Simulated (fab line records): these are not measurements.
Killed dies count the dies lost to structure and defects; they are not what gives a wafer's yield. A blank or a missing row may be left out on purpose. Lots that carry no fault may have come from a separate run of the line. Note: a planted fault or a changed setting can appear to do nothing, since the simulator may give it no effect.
Chamber matching	flow n5-finfet	4 sister chambers for N5_ZERO_LAYER_ETCH_18 on rie-si-05
The step etches Si in HBr/Cl2, target depth 120 nm, time 40 s. 14 wafers are shown with their chamber, then 7 later ones without.

== WAFERS WITH THEIR CHAMBER ==
wafer	chamber	throttle-valve-pct (%)	oes-product-au (a.u.)
L074.2	0	36.2	0.989
L074.4	1	36.0	1.003
L074.5	0	36.3	0.987
L076.1	0	36.3	0.990
L076.2	1	36.0	1.010
L076.6	3	37.1	0.998
L081.2	2	36.3	1.015
L081.3	3	37.1	1.000
L081.5	1	36.0	1.009
L082.2	2	36.3	1.009
L082.5	0	36.2	0.989
L082.6	3	37.1	0.992
L083.1	0	36.2	0.993
L083.2	3	37.1	0.986

SIGNATURES (means of the wafers above)
reading	chamber 0	chamber 1	chamber 2	chamber 3	scatter within a chamber
throttle-valve-pct	36.240	36.000	36.300	37.100	0.0346
oes-product-au	0.98960	1.00733	1.01200	0.99400	0.00431
Rule: a wafer's distance from a chamber is the root of the sum, over the readings, of the square of ((its reading less the chamber's mean) divided by the reading's scatter). The wafer belongs to the nearest chamber; if the next one is less than 2 further off, it can't be placed. How the scatter is found: for the shown wafers, subtract from each reading the mean of its chamber, square and add these, divide the total by (wafers less chambers), then take the root.

== WAFERS WHOSE CHAMBER IS MISSING ==
wafer	throttle-valve-pct (%)	oes-product-au (a.u.)
L083.3	36.3	1.016
L092.1	36.3	1.012
L092.4	36.3	0.988
L092.5	36.3	0.998
L094.2	37.1	0.999
L094.5	37.1	0.994
L094.6	36.3	1.017

== EACH ONE'S CHAMBER ==
wafer	from the rows above	in truth
L083.3	2	2
L092.1	2	2
L092.4	0	0
L092.5	can't be placed: 0 or 2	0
L094.2	3	3
L094.5	3	3
L094.6	2	2
Correctly placed: 6 of 7. Can't be placed from these rows: 1 (the true chamber is among the candidates in 1). Placed wrongly: 0.
